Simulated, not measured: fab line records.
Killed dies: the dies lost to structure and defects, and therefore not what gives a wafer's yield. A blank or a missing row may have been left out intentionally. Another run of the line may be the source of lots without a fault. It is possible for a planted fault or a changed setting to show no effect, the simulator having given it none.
The tool behind it: which one? / flow nand-harc / 11 lots, 33 wafers sampled, at 5 steps of a route of 1159

WHAT THE GAUGES READ, wafer by wafer
NHARC_END_SORT_01.
lot=L270; measured=day 22 06:13; on=prober-01; defect-limited-yield (%)=95.4 95.4 95.0; killed-at-array=27 30 31; killed-at-other=1 0 0; killed-at-periphery=3 1 3; killed-dies=31 31 34; killed-open=6 2 5; killed-short=3 7 1; sort_bin_2_pct (%)=1.6 1.3 1.3; sort_bin_3_pct (%)=0.15 0.15 0.44; sort_bin_4_pct (%)=2.8 3.1 3.2; sort-n-pass=646 646 643; sort-rim-yield-pct (%)=95.3 93.4 92.5; sort-yield-pct (%)=95.4 95.4 95.0
lot=L271; measured=day 22 09:53; on=prober-02; defect-limited-yield (%)=0 0 0; killed-at-array=35 31 24; killed-at-other=1 3 0; killed-at-periphery=641 643 653; killed-dies=677 677 677; killed-open=8 6 3; killed-short=3 2 2; sort_bin_2_pct (%)=95.1 96.2 96.5; sort_bin_3_pct (%)=0 0.30 0; sort_bin_4_pct (%)=4.9 3.5 3.5; sort-n-pass=0 0 0; sort-rim-yield-pct (%)=0 0 0; sort-yield-pct (%)=0 0 0
lot=L274; measured=day 24 01:09; on=prober-02; defect-limited-yield (%)=0 0 0; killed-at-array=45 49 48; killed-at-other=1 0 1; killed-at-periphery=631 628 628; killed-dies=677 677 677; killed-open=3 1 1; killed-short=3 1 2; sort_bin_2_pct (%)=95.1 95.6 94.2; sort_bin_3_pct (%)=0.44 0.30 1.03; sort_bin_4_pct (%)=4.4 4.1 4.7; sort-n-pass=0 0 0; sort-rim-yield-pct (%)=0 0 0; sort-yield-pct (%)=0 0 0

TOOL THAT RAN EACH LOT (tool first, then ch and the chambers of the sampled wafers, then the start)
lot=L259; NHARC_P_GATE_RTA_82=rtp-anneal-02 ch 0, day 5 14:43; NHARC_P_CONTACT_ETCH_35=rie-diel-09 ch 0,1,2, day 5 16:40; NHARC_P_M0_DEP_00=pecvd-02 ch 1,2, day 6 04:31; NHARC_P_M0_ETCH_34=rie-diel-12 ch 0,2,3, day 6 05:27
lot=L260; NHARC_P_GATE_RTA_82=rtp-anneal-02 ch 0, day 5 15:42; NHARC_P_CONTACT_ETCH_35=rie-diel-01 ch 1,2,3, day 5 17:41; NHARC_P_M0_DEP_00=pecvd-02 ch 1,2, day 6 04:50; NHARC_P_M0_ETCH_34=rie-diel-12 ch 0,1,2, day 6 05:56
lot=L262; NHARC_P_GATE_RTA_82=rtp-anneal-02 ch 0, day 6 03:19; NHARC_P_CONTACT_ETCH_35=rie-diel-09 ch 1,2, day 6 05:11; NHARC_P_M0_DEP_00=pecvd-04 ch 0,1,2, day 6 13:29; NHARC_P_M0_ETCH_34=rie-diel-08 ch 1,2, day 6 14:22
lot=L261; NHARC_P_GATE_RTA_82=rtp-anneal-01 ch 0, day 6 04:04; NHARC_P_CONTACT_ETCH_35=rie-diel-01 ch 0,2, day 6 06:17; NHARC_P_M0_DEP_00=pecvd-03 ch 0,1, day 6 13:59; NHARC_P_M0_ETCH_34=rie-diel-12 ch 0,2,3, day 6 15:01
lot=L264; NHARC_P_GATE_RTA_82=rtp-anneal-01 ch 0, day 6 11:20; NHARC_P_CONTACT_ETCH_35=rie-diel-09 ch 0,2, day 6 13:25; NHARC_P_M0_DEP_00=pecvd-02 ch 0,2, day 6 19:35; NHARC_P_M0_ETCH_34=rie-diel-10 ch 1,3, day 6 20:28
lot=L266; NHARC_P_GATE_RTA_82=rtp-anneal-02 ch 0, day 7 04:25; NHARC_P_CONTACT_ETCH_35=rie-diel-09 ch 0,3, day 7 06:23; NHARC_P_M0_DEP_00=pecvd-04 ch 0,1, day 7 09:32; NHARC_P_M0_ETCH_34=rie-diel-10 ch 1,2, day 7 10:43
lot=L267; NHARC_P_GATE_RTA_82=rtp-anneal-01 ch 0, day 7 15:58; NHARC_P_CONTACT_ETCH_35=rie-diel-09 ch 0,1,3, day 7 17:56; NHARC_P_M0_DEP_00=pecvd-03 ch 0,1, day 8 01:46; NHARC_P_M0_ETCH_34=rie-diel-10 ch 0,1,2, day 8 02:44
lot=L270; NHARC_P_GATE_RTA_82=rtp-anneal-01 ch 0, day 8 03:29; NHARC_P_CONTACT_ETCH_35=rie-diel-01 ch 0,2,3, day 8 05:35; NHARC_P_M0_DEP_00=pecvd-02 ch 0,1, day 8 08:42; NHARC_P_M0_ETCH_34=rie-diel-12 ch 0,1,3, day 8 09:46
lot=L271; NHARC_P_GATE_RTA_82=rtp-anneal-01 ch 0, day 8 21:13; NHARC_P_CONTACT_ETCH_35=rie-diel-13 ch 0,1,2, day 8 23:22; NHARC_P_M0_DEP_00=pecvd-03 ch 0,1,2, day 9 02:28; NHARC_P_M0_ETCH_34=rie-diel-10 ch 0,1,2, day 9 04:00
lot=L274; NHARC_P_GATE_RTA_82=rtp-anneal-01 ch 0, day 9 13:53; NHARC_P_CONTACT_ETCH_35=rie-diel-09 ch 2,3, day 9 15:59; NHARC_P_M0_DEP_00=pecvd-02 ch 0,1, day 10 01:35; NHARC_P_M0_ETCH_34=rie-diel-10 ch 1,2, day 10 03:19
lot=L281; NHARC_P_GATE_RTA_82=rtp-anneal-02 ch 0, day 11 01:28; NHARC_P_CONTACT_ETCH_35=rie-diel-13 ch 0,1,3, day 11 03:33; NHARC_P_M0_DEP_00=pecvd-04 ch 0,1,2, day 11 06:38; NHARC_P_M0_ETCH_34=rie-diel-10 ch 0,1,3, day 11 07:44
- NHARC_P_GATE_RTA_82: time 30 s.
- NHARC_P_CONTACT_ETCH_35: etches the open film in CF4, target depth 39 nm, time 65 s.
- NHARC_P_M0_DEP_00: deposits SiOC, target thk 150 nm.
- NHARC_P_M0_ETCH_34: etches the open film in N2/H2, target depth 40 nm, overetch 12 nm, time 43.94 s.

AS READ BY THE TOOLS THEMSELVES (means over the sampled wafers that have a number; for cases with no such wafer, the mark the record gives instead)
NHARC_P_GATE_RTA_82.
lot=L259; tool=rtp-anneal-02; lamp-power-pct (%)=4.79; lamp_zone_6_pct (%)=4.75; wafer_temp_C_max=452.3
lot=L260; tool=rtp-anneal-02; lamp-power-pct (%)=4.79; lamp_zone_6_pct (%)=4.75; wafer_temp_C_max=453.0
lot=L262; tool=rtp-anneal-02; lamp-power-pct (%)=4.79; lamp_zone_6_pct (%)=4.75; wafer_temp_C_max=452.3
lot=L261; tool=rtp-anneal-01; lamp-power-pct (%)=4.34; lamp_zone_6_pct (%)=4.30; wafer_temp_C_max=452.4
lot=L264; tool=rtp-anneal-01; lamp-power-pct (%)=4.33; lamp_zone_6_pct (%)=4.30; wafer_temp_C_max=452.8
lot=L266; tool=rtp-anneal-02; lamp-power-pct (%)=4.79; lamp_zone_6_pct (%)=4.75; wafer_temp_C_max=451.9
lot=L267; tool=rtp-anneal-01; lamp-power-pct (%)=4.33; lamp_zone_6_pct (%)=4.30; wafer_temp_C_max=452.8
lot=L270; tool=rtp-anneal-01; lamp-power-pct (%)=4.33; lamp_zone_6_pct (%)=4.30; wafer_temp_C_max=452.0
lot=L271; tool=rtp-anneal-01; lamp-power-pct (%)=4.33; lamp_zone_6_pct (%)=4.30; wafer_temp_C_max=452.5
lot=L274; tool=rtp-anneal-01; lamp-power-pct (%)=4.34; lamp_zone_6_pct (%)=4.30; wafer_temp_C_max=452.3
lot=L281; tool=rtp-anneal-02; lamp-power-pct (%)=4.79; lamp_zone_6_pct (%)=4.75; wafer_temp_C_max=452.6

NHARC_P_CONTACT_ETCH_35.
lot=L259; tool=rie-diel-09; drypump-motor-current-A (A)=5.75; oes-product-au (a.u.)=0.996; rf-vpp-V (V)=150.8; showerhead-plenum-p-Torr (Torr)=1.77; throttle-valve-pct (%)=13.284
lot=L260; tool=rie-diel-01; drypump-motor-current-A (A)=5.67; oes-product-au (a.u.)=1.003; rf-vpp-V (V)=149.2; showerhead-plenum-p-Torr (Torr)=1.68; throttle-valve-pct (%)=13.286
lot=L262; tool=rie-diel-09; drypump-motor-current-A (A)=5.90; oes-product-au (a.u.)=1.015; rf-vpp-V (V)=150.6; showerhead-plenum-p-Torr (Torr)=1.71; throttle-valve-pct (%)=13.290
lot=L261; tool=rie-diel-01; drypump-motor-current-A (A)=5.67; oes-product-au (a.u.)=1.005; rf-vpp-V (V)=151.7; showerhead-plenum-p-Torr (Torr)=1.75; throttle-valve-pct (%)=13.291
lot=L264; tool=rie-diel-09; drypump-motor-current-A (A)=5.61; oes-product-au (a.u.)=0.998; rf-vpp-V (V)=151.0; showerhead-plenum-p-Torr (Torr)=1.79; throttle-valve-pct (%)=13.276
lot=L266; tool=rie-diel-09; drypump-motor-current-A (A)=5.25; oes-product-au (a.u.)=0.993; rf-vpp-V (V)=151.6; showerhead-plenum-p-Torr (Torr)=1.83; throttle-valve-pct (%)=13.289
lot=L267; tool=rie-diel-09; drypump-motor-current-A (A)=5.39; oes-product-au (a.u.)=0.999; rf-vpp-V (V)=151.9; showerhead-plenum-p-Torr (Torr)=1.81; throttle-valve-pct (%)=13.288
lot=L270; tool=rie-diel-01; drypump-motor-current-A (A)=5.76; oes-product-au (a.u.)=0.998; rf-vpp-V (V)=150.0; showerhead-plenum-p-Torr (Torr)=1.71; throttle-valve-pct (%)=13.278
lot=L271; tool=rie-diel-13; drypump-motor-current-A (A)=5.66; oes-product-au (a.u.)=0.991; rf-vpp-V (V)=151.3; showerhead-plenum-p-Torr (Torr)=1.74; throttle-valve-pct (%)=13.288
lot=L274; tool=rie-diel-09; drypump-motor-current-A (A)=5.22; oes-product-au (a.u.)=1.008; rf-vpp-V (V)=150.6; showerhead-plenum-p-Torr (Torr)=1.74; throttle-valve-pct (%)=13.285
lot=L281; tool=rie-diel-13; drypump-motor-current-A (A)=5.49; oes-product-au (a.u.)=0.996; rf-vpp-V (V)=152.0; showerhead-plenum-p-Torr (Torr)=1.78; throttle-valve-pct (%)=13.283

NHARC_P_M0_ETCH_34.
lot=L259; tool=rie-diel-12; drypump-motor-current-A (A)=5.6; oes-product-au (a.u.)=1.010; rf-vpp-V (V)=431.9; showerhead-plenum-p-Torr (Torr)=2.08; throttle-valve-pct (%)=14.162
lot=L260; tool=rie-diel-12; drypump-motor-current-A (A)=5.7; oes-product-au (a.u.)=1.005; rf-vpp-V (V)=433.0; showerhead-plenum-p-Torr (Torr)=2.14; throttle-valve-pct (%)=14.165
lot=L262; tool=rie-diel-08; drypump-motor-current-A (A)=5.6; oes-product-au (a.u.)=1.005; rf-vpp-V (V)=429.6; showerhead-plenum-p-Torr (Torr)=2.01; throttle-valve-pct (%)=14.175
lot=L261; tool=rie-diel-12; drypump-motor-current-A (A)=5.6; oes-product-au (a.u.)=1.004; rf-vpp-V (V)=430.7; showerhead-plenum-p-Torr (Torr)=2.08; throttle-valve-pct (%)=14.171
lot=L264; tool=rie-diel-10; drypump-motor-current-A (A)=5.5; oes-product-au (a.u.)=1.012; rf-vpp-V (V)=432.6; showerhead-plenum-p-Torr (Torr)=2.11; throttle-valve-pct (%)=14.176
lot=L266; tool=rie-diel-10; drypump-motor-current-A (A)=6.0; oes-product-au (a.u.)=0.978; rf-vpp-V (V)=432.8; showerhead-plenum-p-Torr (Torr)=2.10; throttle-valve-pct (%)=14.163
lot=L267; tool=rie-diel-10; drypump-motor-current-A (A)=5.8; oes-product-au (a.u.)=0.995; rf-vpp-V (V)=431.4; showerhead-plenum-p-Torr (Torr)=2.07; throttle-valve-pct (%)=14.170
lot=L270; tool=rie-diel-12; drypump-motor-current-A (A)=6.0; oes-product-au (a.u.)=1.013; rf-vpp-V (V)=433.0; showerhead-plenum-p-Torr (Torr)=2.11; throttle-valve-pct (%)=14.160
lot=L271; tool=rie-diel-10; drypump-motor-current-A (A)=5.8; oes-product-au (a.u.)=0.996; rf-vpp-V (V)=431.6; showerhead-plenum-p-Torr (Torr)=2.07; throttle-valve-pct (%)=14.174
lot=L274; tool=rie-diel-10; drypump-motor-current-A (A)=5.4; oes-product-au (a.u.)=0.988; rf-vpp-V (V)=432.1; showerhead-plenum-p-Torr (Torr)=2.11; throttle-valve-pct (%)=14.184
lot=L281; tool=rie-diel-10; drypump-motor-current-A (A)=5.5; oes-product-au (a.u.)=1.001; rf-vpp-V (V)=431.9; showerhead-plenum-p-Torr (Torr)=2.07; throttle-valve-pct (%)=14.161

THE ANSWER, worked out from the rows above alone
Rule: the usual values come from the lots themselves. Put in order of their means at a reading, lots are off if they are a third of the lots or fewer, leave a main group of 4 or more, and stand apart from it by a gap of 3 or more times the standard deviation of the main group's means; of several such gaps the widest counts. The tables above print the reading to a certain number of digits; a main group whose means all agree to those digits is not used. A lot without any number at a reading at which 4 lots or more have one is off too. Any other lot the step has rows for is counted as sound. The gauges are gone through in route order, then the tools' own readings, and for those a lot's mean is taken as printed above. The first step at which some lot is off is used, and at that step the reading that is off furthest; a lot without a number counts as furthest.
Across all readings shown, no lot is off: no conclusion can be drawn from this.

WHAT THE SIMULATOR HAD PUT IN
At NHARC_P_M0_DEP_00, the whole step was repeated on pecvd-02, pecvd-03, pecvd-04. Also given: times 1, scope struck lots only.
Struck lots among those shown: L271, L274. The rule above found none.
